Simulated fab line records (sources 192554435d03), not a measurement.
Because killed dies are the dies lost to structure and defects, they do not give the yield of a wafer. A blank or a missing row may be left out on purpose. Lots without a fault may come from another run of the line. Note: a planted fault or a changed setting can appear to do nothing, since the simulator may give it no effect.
A lot that was struck, set against a sound lot | flow n5-finfet | 27 steps out of a route of 1938
Sound: these wafers, L978.1, L978.2, L978.3. Wafers struck: L992.2, L992.3, L992.5. At the end, the cause is stated.
Each step with rows lists, per side, the tool, then ch with its chambers, then its first start. Under that, the readings that differ: sound wafers | struck wafers | difference of the means | sigmas: that difference in standard deviations of wafers without a fault.
alike: words and numbers the same on both sides, and readings whose means are apart by under 2 such deviations; not compared: readings that were withheld, readings missing a value for some wafer, numbers with overlapping values and no deviation given by the record, and bounds like >300 which may hide the same value.
A row with sigmas, a row that says differs or no value, or rows on one side alone: a step with any of these is where the two part. Non-overlapping numbers with no deviation appear without sigmas and do not part them. A reading that every wafer of one side lacks parts them only if that side has two wafers or more.

first, 9 steps without rows for these wafers: N5_BEOL_M14_COAT_58 (time 60 s, resist thk 89 nm); N5_BEOL_M14_COAT_04 (resist thk 800 nm); N5_BEOL_M14_EBR_06; N5_BEOL_M14_SOFTBAKE_05 (time 60 s); N5_BEOL_M14_EXPOSE_07 (exposes mask V13); N5_BEOL_M14_PEB_08 (peb time 90 s); N5_BEOL_M14_DEVELOP_09 (develop time 45 s); N5_BEOL_M14_HARDBAKE_14 (time 120 s); N5_BEOL_M14_DESCUM_15 (chemistry O2, time 7.9 s).
N5_BEOL_M14_ETCH_59: etches BARC in N2/H2, target depth 89 nm, overetch 26.7 nm, time 67.9 s.
  sound on rie-diel-02 ch 1,2,3, day 12 06:17; struck on rie-diel-02 ch 0,2,3, day 15 10:26
  alike: drypump-motor-current-A, oes-product-au, rf-vpp-V, showerhead-plenum-p-Torr, throttle-valve-pct
  not compared: rf-hours-counter-h
then, 14 steps without rows for these wafers: N5_BEOL_M14_VIA_ETCH_16 (etches SiO2 in C4F8/O2/Ar, target depth 1231.3 nm); N5_BEOL_M14_STRIP_63 (strips in O2); N5_BEOL_M14_STRIP_64 (strips in O2); N5_BEOL_M14_STRIP_71 (strips in post etch residue remover, time 60 s); N5_BEOL_M14_SRD_72 (time 30 s, dry time 30 s); N5_BEOL_M14_COAT_65 (time 60 s, resist thk 450 nm); N5_BEOL_M14_COAT_66 (time 60 s, resist thk 110 nm); N5_BEOL_M14_COAT_22 (resist thk 300 nm); N5_BEOL_M14_EBR_24; N5_BEOL_M14_SOFTBAKE_23 (time 60 s); N5_BEOL_M14_EXPOSE_25 (exposes mask M14, target cd 280 nm); N5_BEOL_M14_PEB_26 (peb time 90 s); N5_BEOL_M14_DEVELOP_27 (develop time 45 s); N5_BEOL_M14_HARDBAKE_32 (time 120 s).
N5_BEOL_M14_INSPECT_30: inspects for defects (macro).
  sound: defect-inspect-01 at day 12 07:04; struck: defect-inspect-02 at day 15 11:13
  reading          | sound | struck        | difference | sigmas
  raw-defect-count | 0 0 4 | 300 >300 >300 | differs    |
then, 1 step without rows for these wafers: N5_BEOL_M14_DESCUM_33 (chemistry O2, time 7.9 s).
N5_PASSIVATION_PROBE_49:
  record: rows for the struck wafers here (prober-01, day 16 14:26), none for the sound ones

## WHERE THEY PART
At N5_BEOL_M14_INSPECT_30 first; at N5_PASSIVATION_PROBE_49 last (within this record only).

WHY: whatever the simulator had introduced
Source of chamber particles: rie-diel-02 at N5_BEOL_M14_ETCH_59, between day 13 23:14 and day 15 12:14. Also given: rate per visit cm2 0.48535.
